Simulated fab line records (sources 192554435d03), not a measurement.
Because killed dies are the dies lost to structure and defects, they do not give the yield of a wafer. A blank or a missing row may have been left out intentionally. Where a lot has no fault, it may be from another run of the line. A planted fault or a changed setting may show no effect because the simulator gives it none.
fab line records	flow n5-finfet
[record] lots = 5	wafers = 15	last-day = 18
route steps=1938 shown BEOL_M6@1208
lots that met no fault: from a run of the same line without faults
start-h: hours from the record's first day to the start of the lot's first wafer shown	wait-h: time in hours since the lot's previous step	" the same as in the row above	L1.1+2: one row covering several wafers at once	- no value, or no start was given	* or withheld: withheld	< > ~ a bound
route shown NAME@n: names a module that has steps shown in the file, with the first one's number in the route	usual: the fault-free wafers' mean and standard deviation	same: alike in all rows	chamber/n: place in a boat	sites: the reading at each site	_std_site: the standard deviation of these	_edge_site: outer sites' mean less inner sites'	radius-mm: how far each site lies from the wafer's centre	mask NAME#n: copy n	behind: the most recent tool/chamber to have shaped the wafer	hold: cause of the lot's hold/its duration in hours/its outcome	device: transistor that didn't switch, given as n, p or np	end of line: the route-end tests of the same wafers	where a step has no rows: the recipe by itself	killed: at the first sort, the dies lost to defects and structure; wafer yield is something else	map: a wafer's dies, marking killed ones x, the rest . and places with no die _
set.NAME: the setting the step ran with; set.NAME@STEP: the setting that earlier step ran with	model.NAME: the simulator's own value behind a step, which no gauge read
lots seen at some steps along the route; tables by step, rows by wafer
services: the hour from which a tool's chamber was out of use, counted from the record's first day as start-h (under 0 if before that day), plus the number of hours and why
[[steps]]
[step N5_BEOL_M6_OVL_MEAS_12]
[recipe] points-per-wafer = 44
[usual] M6_OVL = -0.2/0.62
lot.wafer	tool	chamber	start-h	wait-h	M6_OVL[nm]
L075.1	overlay-01	0	177.86	0.0	-1.0
L075.2	"	0	"	"	-0.1
L075.5	"	0	"	"	-1.2
L086.1	overlay-02	0	255.72	0.0	-1.5
L086.3	"	0	"	"	-1.1
L086.6	"	0	"	"	-0.4
L090.1	overlay-02	0	285.55	0.0	0.7
L090.3	"	0	"	"	0.2
L090.6	"	0	"	"	-0.2
L095.2	overlay-02	0	311.04	0.0	-0.4
L095.5	"	0	"	"	0.0
L095.6	"	0	"	"	-0.6
L097.1	overlay-02	0	323.94	0.0	-0.1
L097.4	"	0	"	"	-0.8
L097.6	"	0	"	"	-0.3
[step N5_BEOL_M6_INSPECT_13]
[recipe] mode = adi	inspect-instrument = brightfield
[usual] raw-defect-count = 394/83
lot.wafer	tool	chamber	start-h	wait-h	raw-defect-count
L075.1	defect-inspect-02	-	177.88	0.0	421
L075.2	"	-	"	"	482
L075.5	"	-	"	"	410
L086.1	defect-inspect-01	-	255.74	0.0	435
L086.3	"	-	"	"	431
L086.6	"	-	"	"	341
L090.1	defect-inspect-01	-	285.57	0.0	503
L090.3	"	-	"	"	413
L090.6	"	-	"	"	485
L095.2	defect-inspect-02	-	311.06	0.0	318
L095.5	"	-	"	"	348
L095.6	"	-	"	"	345
L097.1	defect-inspect-01	-	323.96	0.0	628
L097.4	"	-	"	"	545
L097.6	"	-	"	"	548
[step N5_BEOL_M6_DESCUM_16]
[recipe] chemistry = O2	time-s = 7.9	source-power-w = 50	bias-power-w = 20	pressure-mtorr = 20	rf-frequency-hz = 2.712e+07	temp-c = 40	resist = CAR-ArF	o2-flow-sccm = 225
[usual] drypump-motor-current-A = 5.6/0.47	oes-product-au = 0.81/0.081	rf-vpp-V = 243.2/1.4	showerhead-plenum-p-Torr = 2.10/0.075	throttle-valve-pct = 20.25/0.29
lot.wafer	tool	chamber	start-h	wait-h	drypump-motor-current-A	oes-product-au	rf-hours-counter-h	rf-vpp-V	showerhead-plenum-p-Torr	throttle-valve-pct
L075.1	rie-diel-05	2	178.26	0.4	5.6	0.80	107	243.4	2.11	20.33
L075.2	"	3	"	"	5.4	0.69	242	242.8	2.07	20.49
L075.5	"	0	"	"	5.2	0.81	-	242.3	2.02	20.13
L086.1	rie-diel-02	0	255.78	0.0	5.7	0.80	99	242.0	2.03	20.12
L086.3	"	2	"	"	5.3	0.83	66	243.8	2.24	20.14
L086.6	"	1	"	"	6.0	0.69	-	244.6	2.15	20.56
L090.1	rie-diel-02	2	285.63	0.1	5.3	0.83	77	244.4	2.23	20.13
L090.3	"	3	"	"	5.8	0.76	152	243.8	2.08	20.19
L090.6	"	3	"	"	5.8	0.77	-	242.9	2.08	20.18
L095.2	rie-diel-02	3	311.28	0.2	5.8	0.75	161	243.0	2.08	20.20
L095.5	"	3	"	"	5.8	0.75	-	244.4	2.08	20.20
L095.6	"	2	"	"	5.3	0.82	-	245.3	2.23	20.15
L097.1	rie-diel-02	2	324.00	0.0	5.3	0.81	91	245.7	2.23	20.18
L097.4	"	1	"	"	6.0	0.91	11	244.6	2.14	20.29
L097.6	"	2	"	"	5.4	0.80	-	245.5	2.23	20.16
[step N5_BEOL_M6_ETCH_61]
[recipe] chemistry = CF4	target = SiARC	target-depth-a = 455	mask-material = CAR-ArF	time-s = 75.8	ion-energy-ev = 80	pressure-mtorr = 40	source-w = 545	bias-w = 36	Ar_flow_sccm = 100	cf4-flow-sccm = 100	ends = cleared
[usual] drypump-motor-current-A = 5.6/0.47	etch-rf-on-time-s = 76.5/2.1	oes-product-au = 0.69/0.069	rf-vpp-V = 184.0/1.1	showerhead-plenum-p-Torr = 2.14/0.065	throttle-valve-pct = 15.40/0.27
lot.wafer	tool	chamber	start-h	wait-h	drypump-motor-current-A	etch-rf-on-time-s	oes-product-au	rf-hours-counter-h	rf-vpp-V	showerhead-plenum-p-Torr	throttle-valve-pct
L075.1	rie-diel-05	2	178.30	0.0	5.6	78.4	0.68	107	185.5	2.16	15.50
L075.2	"	3	"	"	5.4	78.0	0.58	242	182.2	2.11	15.62
L075.5	"	0	"	"	5.3	80.3	0.67	-	184.3	2.07	15.27
L086.1	rie-diel-02	0	255.81	0.0	5.7	73.9	0.69	99	184.1	2.08	15.33
L086.3	"	2	"	"	5.3	77.9	0.71	66	185.9	2.25	15.16
L086.6	"	1	"	"	6.0	76.9	0.59	-	183.6	2.18	15.76
L090.1	rie-diel-02	2	285.67	0.0	5.3	75.7	0.72	77	185.7	2.25	15.18
L090.3	"	3	"	"	5.8	74.2	0.66	152	183.6	2.14	15.45
L090.6	"	3	"	"	5.8	74.4	0.65	-	184.0	2.14	15.43
L095.2	rie-diel-02	3	311.31	0.0	5.8	75.6	0.64	161	183.7	2.14	15.47
L095.5	"	3	"	"	5.8	75.1	0.64	-	185.5	2.13	15.48
L095.6	"	2	"	"	5.3	76.8	0.70	-	185.2	2.25	15.21
L097.1	rie-diel-02	2	324.03	0.0	5.3	77.1	0.71	91	184.9	2.25	15.21
L097.4	"	1	"	"	6.0	75.5	0.79	11	182.3	2.18	15.33
L097.6	"	2	"	"	5.3	77.3	0.69	-	185.3	2.25	15.20
[step N5_BEOL_M6_ETCH_62]
[recipe] chemistry = N2/H2	target = SOC	target-depth-a = 1100	overetch-a = 220	mask-material = SiARC	temp-c = 40	time-s = 165	ion-energy-ev = 200	pressure-mtorr = 30	source-w = 840	bias-w = 150	n2-flow-sccm = 200	h2-flow-sccm = 200
[usual] drypump-motor-current-A = 5.6/0.47	oes-product-au = 0.69/0.065	rf-vpp-V = 523.8/2.4	showerhead-plenum-p-Torr = 2.54/0.083	throttle-valve-pct = 17.59/0.28
lot.wafer	tool	chamber	start-h	wait-h	drypump-motor-current-A	oes-product-au	rf-hours-counter-h	rf-vpp-V	showerhead-plenum-p-Torr	throttle-valve-pct
L075.1	rie-diel-05	2	178.35	0.0	5.6	0.68	107	523.2	2.56	17.69
L075.2	"	3	"	"	5.4	0.59	242	521.4	2.51	17.87
L075.5	"	0	"	"	5.2	0.69	-	522.7	2.46	17.64
L086.1	rie-diel-02	0	255.87	0.0	5.7	0.67	99	522.4	2.45	17.39
L086.3	"	2	"	"	5.3	0.72	66	527.5	2.68	17.30
L086.6	"	1	"	"	6.0	0.59	-	526.3	2.61	18.01
L090.1	rie-diel-02	2	285.73	0.0	5.3	0.70	77	524.4	2.68	17.30
L090.3	"	3	"	"	5.8	0.64	152	524.8	2.54	17.74
L090.6	"	3	"	"	5.8	0.64	-	524.2	2.55	17.73
L095.2	rie-diel-02	3	311.37	0.0	5.8	0.64	161	523.5	2.54	17.75
L095.5	"	3	"	"	5.8	0.64	-	524.1	2.54	17.76
L095.6	"	2	"	"	5.4	0.70	-	526.8	2.67	17.31
L097.1	rie-diel-02	2	324.09	0.0	5.4	0.70	91	527.9	2.67	17.34
L097.4	"	1	"	"	6.0	0.78	11	525.8	2.60	17.69
L097.6	"	2	"	"	5.4	0.70	-	526.0	2.67	17.33
[step N5_BEOL_M6_STRIP_68]
[recipe] chemistry = N2/H2	temp-c = 40	n2-flow-sccm = 200	h2-flow-sccm = 200	rf-frequency-hz = 6e+07
lot.wafer	tool	chamber	start-h	wait-h
L075.1+2+5	rie-diel-05	2,3,0	178.49	0.1
L086.1+3+6	rie-diel-02	0,2,1	256.00	0.1
L090.1+3+6	rie-diel-02	2,3,3	285.86	0.1
L095.2+5+6	rie-diel-02	3,3,2	311.50	0.1
L097.1+4+6	rie-diel-02	2,1,2	324.22	0.1
[step N5_BEOL_M6_STRIP_67]
[recipe] chemistry = CF4	resist = SiARC	power-w = 300	bias-power-w = 75	pressure-mtorr = 50	cf4-flow-sccm = 150	rf-frequency-hz = 6e+07
[usual] drypump-motor-current-A = 5.6/0.47	oes-product-au = 0.81/0.076	rf-vpp-V = 271.1/1.5	showerhead-plenum-p-Torr = 1.79/0.061	throttle-valve-pct = 13.38/0.27
lot.wafer	tool	chamber	start-h	wait-h	drypump-motor-current-A	oes-product-au	rf-hours-counter-h	rf-vpp-V	showerhead-plenum-p-Torr	throttle-valve-pct
L075.1	rie-diel-05	2	178.50	0.0	5.6	0.80	107	270.5	1.80	13.43
L075.2	"	3	"	"	5.4	0.69	242	270.3	1.76	13.63
L075.5	"	0	"	"	5.2	0.81	-	269.8	1.72	13.16
L086.1	rie-diel-02	0	256.01	0.0	5.7	0.79	99	270.6	1.74	13.30
L086.3	"	2	"	"	5.3	0.86	66	271.7	1.91	13.20
L086.6	"	1	"	"	6.0	0.70	-	272.4	1.83	13.78
L090.1	rie-diel-02	2	285.87	0.0	5.3	0.84	77	272.9	1.90	13.23
L090.3	"	3	"	"	5.8	0.76	152	273.7	1.79	13.46
L090.6	"	3	"	"	5.8	0.76	-	272.7	1.79	13.45
L095.2	rie-diel-02	3	311.51	0.0	5.8	0.75	161	272.2	1.79	13.46
L095.5	"	3	"	"	5.8	0.76	-	272.6	1.79	13.48
L095.6	"	2	"	"	5.3	0.82	-	274.8	1.90	13.26
L097.1	rie-diel-02	2	324.23	0.0	5.3	0.82	91	273.1	1.90	13.25
L097.4	"	1	"	"	6.0	0.91	11	271.3	1.83	13.25
L097.6	"	2	"	"	5.3	0.82	-	273.6	1.90	13.26
[step N5_BEOL_M6_HM_OPEN_17]
[recipe] chemistry = Cl2/BCl3	target-depth-a = 200	overetch-a = 60	target = TiN	mask-material = SOC	ion-energy-ev = 150	pressure-mtorr = 10	icp-w = 1000	bias-w = 126	Cl2_flow_sccm = 53.25	bcl3-flow-sccm = 21.75	Ar_flow_sccm = 25
[usual] drypump-motor-current-A = 5.7/0.71	oes-product-au = 0.69/0.1	throttle-valve-pct = 22.11/0.3
lot.wafer	tool	chamber	start-h	wait-h	drypump-motor-current-A	oes-product-au	rf-hours-counter-h	throttle-valve-pct
L075.1	rie-metal-01	1	178.54	0.0	6.5	0.68	41	22.33
L075.2	"	0	"	"	5.1	0.54	122	22.49
L075.5	"	0	"	"	5.1	0.54	-	22.49
L086.1	rie-metal-01	1	256.06	0.0	6.5	0.64	49	22.37
L086.3	"	1	"	"	6.5	0.66	-	22.35
L086.6	"	1	"	"	6.6	0.65	-	22.36
L090.1	rie-metal-01	0	285.91	0.0	5.1	0.82	1	22.46
L090.3	"	1	"	"	6.5	0.64	-	22.37
L090.6	"	0	"	"	5.1	0.83	-	22.45
L095.2	rie-metal-02	1	311.55	0.0	5.2	0.72	18	21.79
L095.5	"	1	"	"	5.2	0.74	-	21.77
L095.6	"	0	"	"	5.4	0.79	-	21.80
L097.1	rie-metal-02	0	324.27	0.0	5.5	0.79	8	21.80
L097.4	"	0	"	"	5.5	0.79	-	21.78
L097.6	"	1	"	"	5.1	0.74	-	21.77
[step N5_BEOL_M6_STRIP_19]
[recipe] chemistry = O2	power-w = 400	temp-c = 40	pressure-mtorr = 30	rf-frequency-hz = 6e+07	bias-power-w = 0	overash-fraction = 0.2	o2-flow-sccm = 225
[usual] drypump-motor-current-A = 5.6/0.49	oes-product-au = 0.81/0.08	rf-vpp-V = 3.7/0.63	showerhead-plenum-p-Torr = 2.10/0.075	throttle-valve-pct = 16.49/0.28
lot.wafer	tool	chamber	start-h	wait-h	drypump-motor-current-A	oes-product-au	rf-hours-counter-h	rf-vpp-V	showerhead-plenum-p-Torr	throttle-valve-pct
L075.1	rie-diel-06	3	178.65	0.1	6.6	0.70	216	3.6	2.19	17.08
L075.2	"	1	"	"	5.1	0.66	254	2.8	2.06	16.70
L075.5	"	3	"	"	6.6	0.70	-	3.7	2.19	17.07
L086.1	rie-diel-05	1	256.26	0.2	4.8	0.87	48	3.0	2.05	16.11
L086.3	"	3	"	"	5.4	0.93	15	2.9	2.07	16.30
L086.6	"	0	"	"	5.3	0.78	-	3.9	2.02	16.45
L090.1	rie-diel-02	2	286.03	0.1	5.3	0.82	77	4.1	2.24	16.35
L090.3	"	3	"	"	5.8	0.77	152	4.0	2.09	16.48
L090.6	"	0	"	"	5.7	0.78	-	4.7	2.03	16.38
L095.2	rie-diel-02	0	311.67	0.1	5.7	0.78	120	3.0	2.03	16.41
L095.5	"	3	"	"	5.8	0.76	-	3.5	2.08	16.48
L095.6	"	2	"	"	5.3	0.82	-	3.9	2.23	16.38
L097.1	rie-diel-05	1	324.38	0.1	4.9	0.84	72	4.4	2.04	16.16
L097.4	"	0	"	"	5.3	0.76	161	3.4	2.01	16.48
L097.6	"	0	"	"	5.3	0.76	-	2.8	2.01	16.47
[step N5_BEOL_M6_CD_MEAS_18]
[recipe] pitch-nm = 80	target-cd-nm = 40
[usual] cd-nm = 40.1/0.62
lot.wafer	tool	chamber	start-h	wait-h	cd-nm
L075.1	cd-sem-03	-	178.72	0.0	38.8
L075.2	"	-	"	"	40.5
L075.5	"	-	"	"	39.7
L086.1	cd-sem-01	-	256.33	0.0	40.1
L086.3	"	-	"	"	39.9
L086.6	"	-	"	"	39.9
L090.1	cd-sem-02	-	286.10	0.0	39.5
L090.3	"	-	"	"	40.4
L090.6	"	-	"	"	40.5
L095.2	cd-sem-02	-	311.74	0.1	39.3
L095.5	"	-	"	"	38.8
L095.6	"	-	"	"	40.0
L097.1	cd-sem-03	-	324.45	0.0	39.4
L097.4	"	-	"	"	39.7
L097.6	"	-	"	"	39.5
[step N5_BEOL_M6_COAT_63]
[recipe] resist = SOC	temp-c = 250	time-s = 60	spin-rpm = 1500	resist-thk-nm = 60
[usual] dispense-pressure-kPa = 47.9/2	exhaust-pa = 44.9/0.83
lot.wafer	tool	chamber	start-h	wait-h	dispense-pressure-kPa	exhaust-pa
L075.1	litho-track-03	0	180.88	2.2	51.0	44.0
L075.2	"	0	"	"	51.0	44.1
L075.5	"	0	"	"	51.0	45.2
L086.1	litho-track-05	0	257.51	1.2	46.4	43.8
L086.3	"	0	"	"	46.5	44.7
L086.6	"	0	"	"	46.5	43.1
L090.1	litho-track-05	0	287.45	1.3	46.4	44.9
L090.3	"	0	"	"	46.4	44.1
L090.6	"	0	"	"	46.4	45.1
L095.2	litho-track-05	0	314.06	2.3	46.4	44.6
L095.5	"	0	"	"	46.4	44.9
L095.6	"	0	"	"	46.4	45.9
L097.1	litho-track-03	0	324.49	0.0	51.0	45.2
L097.4	"	0	"	"	50.9	45.2
L097.6	"	0	"	"	50.9	45.0
[step N5_BEOL_M6_COAT_64]
[recipe] resist = SiARC	temp-c = 220	time-s = 60	spin-rpm = 1500	resist-thk-nm = 12
[usual] dispense-pressure-kPa = 47.9/2	exhaust-pa = 45.1/1
lot.wafer	tool	chamber	start-h	wait-h	dispense-pressure-kPa	exhaust-pa
L075.1	litho-track-03	0	-	-	51.0	46.0
L075.2	"	0	"	"	51.0	45.9
L075.5	"	0	"	"	51.0	47.6
L086.1	litho-track-05	0	-	-	46.4	44.5
L086.3	"	0	"	"	46.4	45.2
L086.6	"	0	"	"	46.3	45.2
L090.1	litho-track-05	0	-	-	46.4	45.4
L090.3	"	0	"	"	46.4	46.6
L090.6	"	0	"	"	46.4	46.3
L095.2	litho-track-05	0	-	-	46.4	46.0
L095.5	"	0	"	"	46.4	46.8
L095.6	"	0	"	"	46.4	47.2
L097.1	litho-track-03	0	-	-	51.0	45.4
L097.4	"	0	"	"	50.9	42.7
L097.6	"	0	"	"	51.0	43.4
[step N5_BEOL_M6_COAT_71]
[recipe] resist = underlayer	temp-c = 205	time-s = 60	spin-rpm = 1500	resist-thk-nm = 5
[usual] dispense-pressure-kPa = 48.0/1.9	exhaust-pa = 45.0/1
lot.wafer	tool	chamber	start-h	wait-h	dispense-pressure-kPa	exhaust-pa
L075.1	litho-track-03	0	-	-	51.0	45.2
L075.2	"	0	"	"	50.9	46.5
L075.5	"	0	"	"	50.9	44.9
L086.1	litho-track-05	0	-	-	46.5	45.7
L086.3	"	0	"	"	46.6	45.8
L086.6	"	0	"	"	46.5	45.9
L090.1	litho-track-05	0	-	-	46.5	46.2
L090.3	"	0	"	"	46.5	46.2
L090.6	"	0	"	"	46.5	47.5
L095.2	litho-track-05	0	-	-	46.5	44.4
L095.5	"	0	"	"	46.5	44.5
L095.6	"	0	"	"	46.4	44.3
L097.1	litho-track-03	0	-	-	51.0	46.1
L097.4	"	0	"	"	51.0	46.4
L097.6	"	0	"	"	51.0	46.1
[[services]]
tool	chamber	start-h	hours	kind
rie-diel-06	2	168.37	33.9	repair
rie-diel-06	-	195.13	28.1	pm
rie-diel-05	3	198.03	-	clean
rie-diel-05	3	198.03	-	consumable-replace:focus-ring
rie-diel-05	3	198.03	19.4	scheduled-down
rie-diel-05	3	198.03	19.4	vent-cycle
rie-metal-02	0	211.95	-	clean
rie-metal-02	0	211.95	17.0	scheduled-down
rie-metal-02	0	211.95	17.0	vent-cycle
rie-diel-06	1	223.23	-	clean
rie-diel-06	1	223.23	-	consumable-replace:focus-ring
rie-diel-06	1	223.23	18.1	scheduled-down
rie-diel-06	1	223.23	18.1	vent-cycle
rie-diel-05	-	250.18	0.4	repair
rie-metal-01	0	251.92	-	clean
rie-metal-01	0	251.92	19.0	scheduled-down
rie-metal-01	0	251.92	19.0	vent-cycle
rie-diel-02	1	268.76	-	clean
rie-diel-02	1	268.76	-	consumable-replace:focus-ring
rie-diel-02	1	268.76	20.5	scheduled-down
rie-diel-02	1	268.76	20.5	vent-cycle
rie-diel-06	2	280.14	-	clean
rie-metal-02	-	298.13	1.4	pm
rie-metal-02	-	303.05	2.8	pm
[[key]]
fault none
